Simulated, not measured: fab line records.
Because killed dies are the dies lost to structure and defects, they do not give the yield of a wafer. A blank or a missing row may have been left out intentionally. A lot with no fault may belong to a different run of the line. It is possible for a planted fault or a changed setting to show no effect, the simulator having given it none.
A lot that was struck, set against a sound lot / flow n5_finfet / 38 out of 1938 route steps
Sound: the wafers L538.3, L538.4, L538.5. Struck: wafer L531.6 (left out: L531.1, L531.3 of the same lot, which were not struck); the cause appears at the end.
Per side, at each step with rows, come the tool, then ch with its chambers, and then its first start. Under that, the readings that differ: sound wafers / struck wafers / difference of the means / sigmas: that difference in standard deviations of wafers without a fault.
alike: readings whose means differ by less than 2 such deviations, and words and numbers that are the same on both sides. not compared: withheld readings, readings that some wafer has no value for, bounds like >300 that may hide the same value, and numbers for which the record gives no deviation and whose values overlap.
Wherever a step has rows on one side only, a row that says differs or no value, or a row with sigmas, the two part there. Numbers that have no deviation but don't overlap get no sigmas and don't part them. A reading that every wafer of one side lacks parts them only if that side has two wafers or more.

first, 9 steps without rows for these wafers: N5_BEOL_M4_ANNEAL_95 (time 240 s); N5_BEOL_M4_SPUTTER_96 (material Cu, target thk 4.5 nm, time 8.29 s); N5_BEOL_M4_ECD_50 (material Cu, target thk 300 nm); N5_BEOL_M4_ANNEAL_51 (time 90 s); N5_BEOL_M4_CMP_52 (polishes, stops on SiOC, t overpolish 6.8 s, target thk 40 nm); N5_BEOL_M4_PRE_CLEAN_60 (time 15 s); N5_BEOL_M4_CO_CAP_55 (material Co, precursor CCTBA/H2, target thk 2 nm, time 102.1 s); N5_BEOL_M4_PRE_CLEAN_56 (time 15 s); N5_BEOL_M4_DEP_57 (deposits SiCN from 3MS/NH3, target thk 8 nm, time 14 s).
N5_BEOL_M4_RC_MEAS_101:
  sound on prober-02 ch 0, day 20 05:44; struck on prober-01 ch 0, day 18 06:20
reading=DIBL_N (mV/V); sound=35.2 33.9 34.2; struck=38.0; difference=+3.6; sigmas=+2
reading=DIBL_P (mV/V); sound=33.4 32.6 32.9; struck=38.3; difference=+5.3; sigmas=+3
reading=IOFF_N (nA/um); sound=0.12 0.11 0.12; struck=0.20; difference=+0.08; sigmas=+3
reading=IOFF_P (nA/um); sound=0.17 0.16 0.17; struck=0.27; difference=+0.10; sigmas=+3
reading=ION_P (uA/um); sound=451 452 466; struck=472; difference=+16; sigmas=+2
reading=SS_P (mV/dec); sound=72.3 72.9 72.5; struck=74.8; difference=+2.2; sigmas=+4
reading=VT_N (mV); sound=255 254 252; struck=245; difference=-9; sigmas=-2
reading=VT_P (mV); sound=-252 -252 -253; struck=-245; difference=+7; sigmas=+2
  alike: ION_N, SS_N
then, 24 steps without rows for these wafers: N5_BEOL_M5_ILD_DEP_00 (deposits SiCOH lowk from DEMS/porogen, target thk 140.64 nm, time 25.9 s); N5_BEOL_M5_CURE_79 (cures SiCOH lowk, time 240 s); N5_BEOL_M5_PECVD_70 (deposits SiO2 from TEOS/O2, target thk 16 nm, time 18 s); N5_BEOL_M5_HM_DEP_02 (deposits TiN, target thk 20 nm); N5_BEOL_M5_COAT_59 (time 60 s, resist thk 60 nm); N5_BEOL_M5_COAT_60 (time 60 s, resist thk 12 nm); N5_BEOL_M5_COAT_71 (time 60 s, resist thk 5 nm); N5_BEOL_M5_COAT_05 (resist thk 30 nm); N5_BEOL_M5_EBR_07; N5_BEOL_M5_SOFTBAKE_06 (time 60 s); N5_BEOL_M5_EXPOSE_08 (exposes mask M5, target cd 28 nm); N5_BEOL_M5_PEB_09 (peb time 60 s); N5_BEOL_M5_DEVELOP_10 (develop time 30 s); N5_BEOL_M5_DESCUM_16 (chemistry O2, time 7 s); N5_BEOL_M5_ETCH_72 (etches underlayer in N2/H2, target depth 6.5 nm, time 5.2 s); N5_BEOL_M5_ETCH_61 (etches SiARC in CF4, target depth 15.6 nm, time 26 s); N5_BEOL_M5_ETCH_62 (etches SOC in N2/H2, target depth 75 nm, overetch 15 nm, time 112.5 s); N5_BEOL_M5_STRIP_63 (strips in N2/H2); N5_BEOL_M5_STRIP_73 (strips in N2/H2); N5_BEOL_M5_STRIP_64 (strips in CF4); N5_BEOL_M5_HM_OPEN_17 (chemistry Cl2/BCl3, target TiN, target depth 20 nm, overetch 6 nm); N5_BEOL_M5_STRIP_19 (strips in O2); N5_BEOL_M5_COAT_65 (time 60 s, resist thk 60 nm); N5_BEOL_M5_COAT_66 (time 60 s, resist thk 12 nm).
-- here the record skips 3 days between the struck wafers' starts before and after, leaving off in module BEOL_M5 and picking up in module BEOL_M12 (first step shown: number 1628 of the route) --
N5_BEOL_M12_EXPOSE_25: exposes mask M12.
  sound on krf_scanner-01 ch 0, day 23 03:55; struck on krf_scanner-02 ch 0, day 21 06:11
  alike: mask, stage_vel_mm_s
N5_BEOL_M12_CD_MEAS_28: target cd 160.2 nm.
  sound on cd_sem-02 ch 0, day 23 04:05; struck on cd_sem-02 ch 0, day 21 06:22
reading=cd_nm (nm); sound=158.3 159.6 159.2; struck=180.1; difference=+21.1; sigmas=+14
N5_BEOL_M15_RC_MEAS_101:
  sound on prober-01 ch 0, day 24 08:50; struck on prober-01 ch 0, day 22 15:19
reading=COMB_M8 (S/m); sound=2.1e-11 2.9e-11 2.1e-11; struck=3.7e-11; difference=+1.3e-11; sigmas=+3
reading=SERP_M12 (ohm/um); sound=0.636 0.676 0.674; struck=0.516; difference=-0.146; sigmas=-7
reading=SERP_M12_max_site (ohm/um); sound=0.645 0.680 0.677; struck=0.521; difference=-0.146; sigmas=-7
reading=SERP_M8 (ohm/um); sound=15.1 14.9 14.7; struck=13.4; difference=-1.5; sigmas=-2
  alike: COMB_M10, COMB_M11, COMB_M12, COMB_M13, COMB_M14, COMB_M15, COMB_M5, COMB_M6, COMB_M6_max_site, COMB_M7, COMB_M9, COMB_M9_max_site, SERP_M10, SERP_M11, SERP_M11_max_site, SERP_M13, SERP_M14, SERP_M5, SERP_M6, SERP_M6_max_site, SERP_M7, SERP_M9
N5_PASSIVATION_PROBE_49:
  only the struck wafers here have rows in the record (prober-02, day 23 09:26); the sound ones have none

WHERE THEY PART
First at N5_BEOL_M4_RC_MEAS_101; last, within this record, at N5_PASSIVATION_PROBE_49.

WHY: what the simulator had put in
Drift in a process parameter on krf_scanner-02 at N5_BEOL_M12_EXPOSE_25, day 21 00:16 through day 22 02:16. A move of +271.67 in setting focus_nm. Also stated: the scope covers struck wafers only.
